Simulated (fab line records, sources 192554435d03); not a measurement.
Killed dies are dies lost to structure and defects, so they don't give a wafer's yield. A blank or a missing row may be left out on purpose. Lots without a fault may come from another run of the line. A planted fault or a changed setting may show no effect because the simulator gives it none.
Split-lot experiment | flow n5_finfet | 7 lots, 21 wafers read, on a route of 1938 steps

THE SPLIT
At N5_FIN_SAQP_SPACER1_ALD_24 (deposits SiO2, target thk 20.3 nm, pulse time 1 s, purge time 2 s), the setting temp_c was moved away from the recipe's 300 C on 9 of the 21 wafers read, by +2.1% to +4.4%. The other wafers ran this setting at the recipe's value.

FROM THE SPLIT TO THE READING: what the file shows between them, 1 step
- N5_FIN_SAQP_SPACER1_ETCHBACK_25: etches SiO2 in CHF3/O2, target depth 24.4 nm, time 12.2 s

THE READING
FIN_SAQP.cd_nm (the simulator's own value, which no gauge read), in nm, at N5_FIN_SAQP_MANDREL1_REMOVE_56 (chemistry HBr/Cl2/O2, target a-Si, stops on SiNx, bt time 10 s). The file gives no usual value for it. The 12 wafers here that ran the recipe average 20.4 nm, standard deviation 0.075 nm.

wafer  | tool, chamber at the split | temp_c as run, C | against the recipe | FIN_SAQP.cd_nm, nm | against lot-mates on the recipe
L074.2 | ald_sin-03, 0,3            | 300              | recipe             | 20.2               | -
L074.4 | ald_sin-03, 3              | 300              | recipe             | 20.4               | -
L074.6 | ald_sin-03, 0,3            | 300              | recipe             | 20.4               | -
L076.1 | ald_sin-02, 0              | 300              | recipe             | 20.4               | -
L076.4 | ald_sin-02, 3,2            | 312.1            | +4.0%              | 19.8               | -0.6
L076.6 | ald_sin-02, 3,2            | 312.1            | +4.0%              | 20                 | -0.4
L080.1 | ald_sin-04, 1              | 310.9            | +3.6%              | 20                 | -0.4
L080.4 | ald_sin-04, 0              | 300              | recipe             | 20.4               | -
L080.5 | ald_sin-04, 0              | 300              | recipe             | 20.4               | -
L083.1 | ald_sin-04, 0              | 300              | recipe             | 20.4               | -
L083.3 | ald_sin-04, 3              | 313.1            | +4.4%              | 19.8               | -0.6
L083.5 | ald_sin-04, 2              | 313.1            | +4.4%              | 19.8               | -0.6
L089.1 | ald_sin-03, 3              | 300              | recipe             | 20.2               | -
L089.3 | ald_sin-03, 2,0            | 306.3            | +2.1%              | 20.2               | +0.0
L089.5 | ald_sin-03, 2,0            | 306.3            | +2.1%              | 20.2               | +0.0
L096.3 | ald_sin-02, 0,0,3          | 300              | recipe             | 20.4               | -
L096.5 | ald_sin-02, 0,0,3          | 300              | recipe             | 20.4               | -
L096.6 | ald_sin-02, 0,0,3          | 300              | recipe             | 20.4               | -
L097.1 | ald_sin-04, 1,0            | 310.7            | +3.6%              | 20.2               | -0.2
L097.2 | ald_sin-04, 1,0            | 310.7            | +3.6%              | 20                 | -0.4
L097.5 | ald_sin-04, 0              | 300              | recipe             | 20.4               | -
Where a row lists several chambers, the file gives one row for several wafers and doesn't say which wafer went through which chamber.

THE FIT
A straight line over all 21 wafers: FIN_SAQP.cd_nm changes by -0.109 nm for each +1% of temp_c; r = -0.92; the points scatter about the line by 0.092 nm.
The same after taking each lot's own level away (the mean of its wafers on the recipe; 21 wafers): -0.115 nm for each +1%; r = -0.90; scatter 0.11 nm.
On that fit, the largest move of temp_c shifts the reading by 0.5 nm.
The lots' own levels span 20.20 to 20.40 nm, that is 2.7 times the standard deviation above.
So the lot-to-lot level changes the slope little: the two slopes agree.
Check: with one of the wafers moved furthest among these (+4.4%) left out of the fit, the line predicts -0.456 nm for it against its lot-mates. It came out at -0.6 nm against them.

OTHER SPLITS ON THESE WAFERS
These wafers also went through other splits before the reading. Each is held against what the fit with the lots' levels taken away leaves over:
other split on the same wafers | wafers away from the commonest value | r with FIN_SAQP.cd_nm (lot level and that fit taken away)
N5_WELL_APT_COAT_02 spin_rpm   | 6                                    | -0.32
N5_WELL_APT_EXPOSE_22 dose_mj  | 2                                    | +0.02

THE WHOLE CHAIN: every reading that the file lists as answering this split, in the file's order
step                           | what it does                                                      | reading                                                                                 | change (the file's fit)               | r (the file's)
N5_FIN_SAQP_SPACER1_ALD_24     | deposits SiO2, target thk 20.3 nm, pulse time 1 s, purge time 2 s | SiO2_of_FIN_SAQP_SPACER1_ALD_24.thk_nm (the simulator's own value, which no gauge read) | -0.107 nm for each +1% of the setting | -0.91
N5_FIN_SAQP_MANDREL1_REMOVE_56 | chemistry HBr/Cl2/O2, target a-Si, stops on SiNx, bt time 10 s    | FIN_SAQP.cd_nm (the simulator's own value, which no gauge read)                         | -0.109 nm for each +1% of the setting | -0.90

THE FILE'S OWN FIT
FIN_SAQP.cd_nm changes by -0.109 nm for each +1% of temp_c, r = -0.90.
